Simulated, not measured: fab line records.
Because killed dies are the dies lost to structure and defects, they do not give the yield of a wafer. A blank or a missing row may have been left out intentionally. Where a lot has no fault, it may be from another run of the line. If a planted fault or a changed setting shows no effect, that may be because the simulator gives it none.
Struck lot and sound lot, side by side | flow nandHarc | 13 steps out of a route of 1302
Sound: the wafers L496.4, L496.5, L496.6. Struck: wafers L510.5, L510.6. (L510.1 of the same lot was not struck and is left out.) The cause comes at the end.
Per side, at each step with rows, come the tool, then ch with its chambers, and then its first start. Under that, the readings that differ: sound wafers | struck wafers | difference of the means | sigmas: that difference in standard deviations of wafers without a fault.
alike: words and numbers the same on both sides, and readings whose means are apart by under 2 such deviations; not compared: readings that were withheld, readings missing a value for some wafer, numbers with overlapping values and no deviation given by the record, and bounds like >300 which may hide the same value.
A row with sigmas, a row that says differs or no value, or rows on one side alone: a step with any of these is where the two part. Non-overlapping numbers with no deviation appear without sigmas and do not part them. A reading that every wafer of one side lacks parts them only if that side has two wafers or more.

first, 6 steps without rows for these wafers: NHARC_A_STAIRCASE_SOFTBAKE_04 (time 170 s); NHARC_A_STAIRCASE_EBR_05; NHARC_A_STAIRCASE_EXPOSE_06 (exposes mask STAIR); NHARC_A_STAIRCASE_PEB_07 (peb time 130 s); NHARC_A_STAIRCASE_DEVELOP_08 (time 140 s); NHARC_A_STAIRCASE_HARDBAKE_10 (time 140 s).
NHARC_A_STAIRCASE_DESCUM_11: chemistry O2, time 3 s.
  sound on rieDiel-09 ch 0,1, day 18 01:53; struck on rieDiel-04 ch 2,3, day 24 22:52
  alike: drypumpMotorCurrentA, oesProductAu, rfVppV, showerheadPlenumPTorr, throttleValvePct
  not compared: rfHoursCounterH
NHARC_A_STAIRCASE_TRIM_12: chemistry O2, time 211.2 s.
  sound on rieDiel-09 ch 1,2,3, day 18 02:01; struck on rieDiel-04 ch 0,2, day 24 22:58
  alike: drypumpMotorCurrentA, oesProductAu, rfVppV, runLengthS, showerheadPlenumPTorr, throttleValvePct
  not compared: rfHoursCounterH
NHARC_A_STAIRCASE_ETCH_13: etches the open film in C4F8/O2, target depth 100 nm, time 40.5 s.
  sound on rieDiel-09 ch 0,1,2; struck on rieDiel-04 ch 0,3
  alike: oesProductAu, rfVppV
  not compared: rfHoursCounterH
NHARC_A_STAIRCASE_TRIM_14: chemistry O2, time 211.2 s.
  sound on rieDiel-09 ch 1,2; struck on rieDiel-04 ch 0,3
  alike: drypumpMotorCurrentA, oesProductAu, rfVppV, runLengthS, showerheadPlenumPTorr, throttleValvePct
  not compared: rfHoursCounterH
then, 1 step without rows for these wafers: NHARC_A_STAIRCASE_ETCH_15 (etches the open film in C4F8/O2, target depth 100 nm, time 40.5 s).
NHARC_A_STAIRCASE_TRIM_16: chemistry O2, time 211.2 s.
  sound on rieDiel-09 ch 0,1,2, day 18 02:28; struck on rieDiel-04 ch 2,3, day 24 23:31
reading        | sound             | struck      | difference | sigmas
runLengthS (s) | 232.8 232.3 233.0 | 292.7 292.2 | +59.7      | +99 or more
  alike: drypumpMotorCurrentA, oesProductAu, rfVppV, showerheadPlenumPTorr, throttleValvePct
  not compared: rfHoursCounterH
NHARC_A_STAIRCASE_ETCH_17: etches the open film in C4F8/O2, target depth 100 nm, time 40.5 s.
  sound on rieDiel-09 ch 0,2,3; struck on rieDiel-04 ch 2,3
  alike: oesProductAu, rfVppV
  not compared: rfHoursCounterH

== WHERE THEY PART ==
NHARC_A_STAIRCASE_TRIM_16 only, going by this record. Later steps at which nothing parts them and some readings are alike: NHARC_A_STAIRCASE_ETCH_17.

WHY: what the simulator had put in
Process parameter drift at NHARC_A_STAIRCASE_TRIM_16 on rieDiel-04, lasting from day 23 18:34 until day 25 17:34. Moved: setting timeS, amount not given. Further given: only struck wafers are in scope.
